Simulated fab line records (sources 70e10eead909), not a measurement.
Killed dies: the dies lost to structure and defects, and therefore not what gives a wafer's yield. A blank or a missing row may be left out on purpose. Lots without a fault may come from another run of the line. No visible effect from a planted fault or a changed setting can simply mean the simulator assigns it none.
Which tool was responsible?	flow nand_harc	Sampling: 24 lots, 72 wafers, 6 of 1302 route steps

== WHAT THE GAUGES SHOWED, per wafer ==
NHARC_P_M2_CD_MEAS_16.
lot	measured	on	cd_nm (nm)
L074	day 6 16:21	cd_sem-03	169.1 170.8 168.7
L075	day 6 18:01	cd_sem-01	171.2 170.2 171.5
L076	day 7 03:54	cd_sem-02	170.9 172.1 172.0
L077	day 7 20:05	cd_sem-02	168.8 170.5 167.9
L078	day 7 20:59	cd_sem-02	170.9 171.3 170.3
L079	day 8 07:41	cd_sem-01	171.2 171.7 171.7
L080	day 9 01:01	cd_sem-01	169.0 169.7 170.2
L081	day 9 07:29	cd_sem-03	169.1 169.7 168.6
L082	day 9 17:38	cd_sem-01	171.0 170.1 171.2
L084	day 10 10:13	cd_sem-02	169.8 168.5 172.0
L083	day 10 11:12	cd_sem-01	169.5 169.9 169.0
L085	day 11 03:12	cd_sem-02	171.7 170.6 170.4
L086	day 11 08:26	cd_sem-01	172.0 169.6 169.4
L087	day 11 14:56	cd_sem-02	168.5 170.1 168.4
L088	day 12 08:31	cd_sem-01	170.8 168.6 170.5
L089	day 12 14:33	cd_sem-01	171.6 169.9 171.0
L090	day 13 05:35	cd_sem-01	171.1 170.6 170.4
L091	day 13 19:44	cd_sem-01	170.4 168.4 169.5
L092	day 14 07:37	cd_sem-02	170.0 169.2 169.0
L093	day 14 13:19	cd_sem-02	167.8 168.4 168.6
L094	day 14 17:12	cd_sem-01	167.5 170.0 169.5
L096	day 15 05:58	cd_sem-02	168.7 170.8 169.6
L095	day 15 06:49	cd_sem-03	167.4 169.2 168.7
L097	day 15 23:11	cd_sem-03	170.1 169.7 167.6

NHARC_P_BONDPAD_CD_MEAS_13.
lot	measured	on	cd_nm (nm)
L074	day 6 20:58	cd_sem-03	498.9 499.4 498.7
L075	day 6 22:31	cd_sem-02	500.7 501.5 501.7
L076	day 7 08:40	cd_sem-01	501.6 505.4 498.9
L077	day 8 00:40	cd_sem-02	498.4 497.8 493.6
L078	day 8 01:56	cd_sem-01	501.1 500.0 500.8
L079	day 8 12:16	cd_sem-01	502.0 501.9 504.7
L080	day 9 05:30	cd_sem-01	498.1 496.1 502.0
L081	day 9 12:13	cd_sem-03	498.5 494.1 499.7
L082	day 9 22:05	cd_sem-03	502.2 503.4 503.3
L084	day 10 14:39	cd_sem-02	495.6 497.5 497.4
L083	day 10 15:47	cd_sem-01	499.4 503.2 497.3
L085	day 11 08:19	cd_sem-03	496.6 493.4 497.0
L086	day 11 13:07	cd_sem-02	500.4 497.9 498.2
L087	day 11 19:30	cd_sem-03	499.9 497.7 496.0
L088	day 12 13:17	cd_sem-03	499.7 502.8 497.6
L089	day 12 19:10	cd_sem-03	500.2 498.9 499.7
L090	day 13 10:01	cd_sem-02	501.8 498.3 497.9
L091	day 14 00:21	cd_sem-01	497.7 501.2 499.5
L092	day 14 12:11	cd_sem-02	500.6 494.1 498.2
L093	day 14 17:53	cd_sem-01	502.0 497.6 503.9
L094	day 14 21:47	cd_sem-01	498.3 504.2 501.7
L096	day 15 10:32	cd_sem-01	496.7 500.2 500.8
L095	day 15 11:23	cd_sem-01	497.9 498.9 500.0
L097	day 16 03:39	cd_sem-02	495.7 496.8 495.7

NHARC_A_ONON_D1_THK_MEAS_08: measures by ellipsometry.
lot	measured	on	thk_nm (nm)
L074	day 8 00:29	film_metro-02	994 994 995
L075	day 8 00:20	film_metro-01	1011 1010 1011
L076	day 8 11:49	film_metro-02	1017 1016 1019
L077	day 9 05:47	film_metro-02	1014 1014 1014
L078	day 9 05:50	film_metro-02	1004 1006 1003
L079	day 9 18:25	film_metro-02	1015 1014 1016
L080	day 10 15:16	film_metro-01	1000 1000 1000
L081	day 10 15:16	film_metro-01	997 997 996
L082	day 11 00:26	film_metro-02	994 995 998
L084	day 11 17:22	film_metro-02	989 991 990
L083	day 11 17:18	film_metro-02	1012 1010 1012
L085	day 12 10:29	film_metro-02	1014 1013 1015
L086	day 12 15:11	film_metro-01	980 981 982
L087	day 13 00:19	film_metro-01	1007 1004 1005
L088	day 13 17:28	film_metro-01	1002 1006 1005
L089	day 13 22:20	film_metro-02	1000 1000 1000
L090	day 14 14:32	film_metro-01	1008 1008 1007
L091	day 15 05:46	film_metro-01	993 996 998
L092	day 15 15:20	film_metro-01	985 985 986
L093	day 15 20:59	film_metro-01	1014 1014 1015
L094	day 16 01:37	film_metro-01	997 996 996
L096	day 16 13:42	film_metro-02	1006 1005 1006
L095	day 16 13:29	film_metro-02	999 998 1001
L097	day 17 06:45	film_metro-01	1006 1004 1006

== WHAT TOOL EACH LOT RAN ON (gives the tool, then ch and the chambers of the sampled wafers, and finally the start) ==
lot	NHARC_P_M2_ETCH_28	NHARC_P_M2_PVD_20	NHARC_P_M2_PRE_CLEAN_32
L074	rie_diel-13 ch 1,2,3, day 6 18:43 or earlier	pvd_sputter-03, day 6 18:43 or earlier	pecvd-04 ch 0,1,2, day 6 18:43
L075	rie_diel-12 ch 1,2,3, day 6 20:23 or earlier	pvd_sputter-02, day 6 20:23 or earlier	pecvd-04 ch 0,2, day 6 20:23
L076	rie_diel-12 ch 0,2,3, day 7 06:16 or earlier	pvd_sputter-01, day 7 06:16 or earlier	pecvd-01 ch 1, day 7 06:16
L077	rie_diel-03 ch 0,1,3, day 7 22:26 or earlier	pvd_sputter-03, day 7 22:26 or earlier	pecvd-01 ch 1,2, day 7 22:26
L078	rie_diel-03 ch 0,2,3, day 7 23:19 or earlier	pvd_sputter-01, day 7 23:19 or earlier	pecvd-04 ch 0,2, day 7 23:19
L079	rie_diel-12 ch 0,2, day 8 10:01 or earlier	pvd_sputter-01, day 8 10:01 or earlier	pecvd-01 ch 0,1,2, day 8 10:01
L080	rie_diel-03 ch 0,1,3, day 9 03:24 or earlier	pvd_sputter-02, day 9 03:24 or earlier	pecvd-04 ch 0,1,2, day 9 03:24
L081	rie_diel-13 ch 0,1,2, day 9 09:51 or earlier	pvd_sputter-03, day 9 09:51 or earlier	pecvd-04 ch 0,1,2, day 9 09:51
L082	rie_diel-12 ch 1,2,3, day 9 19:58 or earlier	pvd_sputter-02, day 9 19:58 or earlier	pecvd-01 ch 1,2, day 9 19:58
L084	rie_diel-03 ch 1,2,3, day 10 12:33 or earlier	pvd_sputter-02, day 10 12:33 or earlier	pecvd-04 ch 0,2, day 10 12:33
L083	rie_diel-13 ch 0,2,3, day 10 13:33 or earlier	pvd_sputter-02, day 10 13:33 or earlier	pecvd-01 ch 0,1, day 10 13:33
L085	rie_diel-12 ch 0,1, day 11 05:56 or earlier	pvd_sputter-02, day 11 05:56 or earlier	pecvd-03 ch 0,1, day 11 05:56
L086	rie_diel-12 ch 1,2, day 11 10:54 or earlier	pvd_sputter-02, day 11 10:54 or earlier	pecvd-04 ch 0,1,2, day 11 10:54
L087	rie_diel-03 ch 0,2,3, day 11 17:17 or earlier	pvd_sputter-02, day 11 17:17 or earlier	pecvd-04 ch 0,1,2, day 11 17:17
L088	rie_diel-13 ch 1,3, day 12 11:04 or earlier	pvd_sputter-03, day 12 11:04 or earlier	pecvd-01 ch 0,1,2, day 12 11:04
L089	rie_diel-13 ch 0,3, day 12 16:58 or earlier	pvd_sputter-02, day 12 16:58 or earlier	pecvd-01 ch 0,1,2, day 12 16:58
L090	rie_diel-13 ch 0,2,3, day 13 07:56 or earlier	pvd_sputter-02, day 13 07:56 or earlier	pecvd-04 ch 0,1,2, day 13 07:56
L091	rie_diel-12 ch 0,1, day 13 22:07 or earlier	pvd_sputter-03, day 13 22:07 or earlier	pecvd-03 ch 0,2, day 13 22:07
L092	rie_diel-13 ch 0,2, day 14 10:02 or earlier	pvd_sputter-02, day 14 10:02 or earlier	pecvd-03 ch 0,2, day 14 10:02
L093	rie_diel-12 ch 0,3, day 14 15:41 or earlier	pvd_sputter-02, day 14 15:41 or earlier	pecvd-01 ch 0,1, day 14 15:41
L094	rie_diel-12 ch 0,1,3, day 14 19:33 or earlier	pvd_sputter-02, day 14 19:33 or earlier	pecvd-04 ch 0,1, day 14 19:33
L096	rie_diel-03 ch 0,1,2, day 15 08:19 or earlier	pvd_sputter-03, day 15 08:19 or earlier	pecvd-01 ch 0,1,2, day 15 08:19
L095	rie_diel-03 ch 1,2,3, day 15 09:08 or earlier	pvd_sputter-02, day 15 09:08 or earlier	pecvd-03 ch 1,2, day 15 09:08
L097	rie_diel-12 ch 0,1,3, day 16 01:34 or earlier	pvd_sputter-02, day 16 01:34 or earlier	pecvd-04 ch 0,1,2, day 16 01:34
- NHARC_P_M2_ETCH_28: etches the open film in CF4/N2, target depth 30 nm, time 72.99 s.
- NHARC_P_M2_PVD_20: deposits TaN, target thk 5 nm, time 8.06 s.
- NHARC_P_M2_PRE_CLEAN_32: time 12 s.

== AS READ BY THE TOOLS THEMSELVES (means over the sampled wafers that have a number; for cases with no such wafer, the mark the record gives instead) ==
NHARC_P_M2_ETCH_28.
lot	tool	drypump_motor_current_A (A)	n2_flow_sccm (sccm)	oes_product_au (a.u.)	rf_vpp_V (V)	showerhead_plenum_p_Torr (Torr)	throttle_valve_pct (%)
L074	rie_diel-13	5.8	100.02	1.004	316.7	2.72	19.796
L075	rie_diel-12	5.9	100.25	1.010	313.5	2.59	19.797
L076	rie_diel-12	5.8	100.04	1.001	314.2	2.63	19.795
L077	rie_diel-03	6.1	100.11	0.999	313.9	2.63	19.791
L078	rie_diel-03	6.0	100.02	0.999	312.9	2.57	19.799
L079	rie_diel-12	5.3	99.70	1.001	313.3	2.60	19.800
L080	rie_diel-03	6.2	99.90	1.003	315.4	2.63	19.783
L081	rie_diel-13	5.6	100.03	0.994	315.1	2.68	19.799
L082	rie_diel-12	6.0	99.99	1.007	313.1	2.58	19.796
L084	rie_diel-03	5.8	99.75	1.000	313.5	2.58	19.796
L083	rie_diel-13	5.5	100.20	1.011	314.1	2.62	19.802
L085	rie_diel-12	5.7	99.69	1.000	315.1	2.67	19.792
L086	rie_diel-12	5.4	100.01	1.006	313.4	2.56	19.799
L087	rie_diel-03	6.0	99.76	0.990	312.8	2.57	19.795
L088	rie_diel-13	6.0	100.18	0.988	314.8	2.70	19.801
L089	rie_diel-13	5.6	100.11	1.012	313.4	2.54	19.792
L090	rie_diel-13	5.5	100.25	1.009	313.6	2.62	19.803
L091	rie_diel-12	5.7	100.10	0.985	315.5	2.67	19.800
L092	rie_diel-13	5.4	99.75	0.996	315.3	2.69	19.794
L093	rie_diel-12	5.9	100.07	0.988	314.1	2.67	19.792
L094	rie_diel-12	6.1	99.83	0.999	314.3	2.63	19.783
L096	rie_diel-03	6.1	100.15	0.999	314.5	2.62	19.799
L095	rie_diel-03	5.8	99.85	0.986	312.9	2.57	19.798
L097	rie_diel-12	6.0	100.00	1.003	314.8	2.63	19.790

NHARC_P_M2_PVD_20.
lot	tool	throttle_valve_pct (%)
L074	pvd_sputter-03	29.7
L075	pvd_sputter-02	30.5
L076	pvd_sputter-01	28.9
L077	pvd_sputter-03	30.0
L078	pvd_sputter-01	29.3
L079	pvd_sputter-01	29.8
L080	pvd_sputter-02	30.2
L081	pvd_sputter-03	30.0
L082	pvd_sputter-02	29.9
L084	pvd_sputter-02	29.9
L083	pvd_sputter-02	29.8
L085	pvd_sputter-02	30.4
L086	pvd_sputter-02	29.9
L087	pvd_sputter-02	29.9
L088	pvd_sputter-03	29.9
L089	pvd_sputter-02	30.5
L090	pvd_sputter-02	30.8
L091	pvd_sputter-03	29.6
L092	pvd_sputter-02	30.5
L093	pvd_sputter-02	29.8
L094	pvd_sputter-02	30.7
L096	pvd_sputter-03	29.8
L095	pvd_sputter-02	30.3
L097	pvd_sputter-02	30.8

NHARC_P_M2_PRE_CLEAN_32.
lot	tool	heater_power_w (W)
L074	pecvd-04	692
L075	pecvd-04	645
L076	pecvd-01	788
L077	pecvd-01	642
L078	pecvd-04	723
L079	pecvd-01	693
L080	pecvd-04	662
L081	pecvd-04	684
L082	pecvd-01	702
L084	pecvd-04	644
L083	pecvd-01	670
L085	pecvd-03	502
L086	pecvd-04	665
L087	pecvd-04	647
L088	pecvd-01	646
L089	pecvd-01	684
L090	pecvd-04	660
L091	pecvd-03	640
L092	pecvd-03	631
L093	pecvd-01	645
L094	pecvd-04	583
L096	pecvd-01	684
L095	pecvd-03	623
L097	pecvd-04	658

== THE ANSWER, worked out from the rows above alone ==
Rule: the usual values come from the lots themselves. The widest of any qualifying gaps counts: lots, ordered by their means at a reading, are off when they make up no more than a third of the lots, leave a main group of 4 or more, and stand apart from it by 3 or more times the standard deviation of that group's means. The tables above print the reading to a certain number of digits; a main group whose means all agree to those digits is not used. A lot without any number at a reading at which 4 lots or more have one is off too. All remaining lots with rows at the step are treated as sound. First the gauges in route order, then the tools' own readings, where a lot's mean is used as printed above. At the first step where some lot is off, the reading lying furthest off is the one used; lots without a number count as furthest.
No lot is off on any of the readings shown, so nothing can be concluded from this.

== WHAT THE SIMULATOR HAD PUT IN ==
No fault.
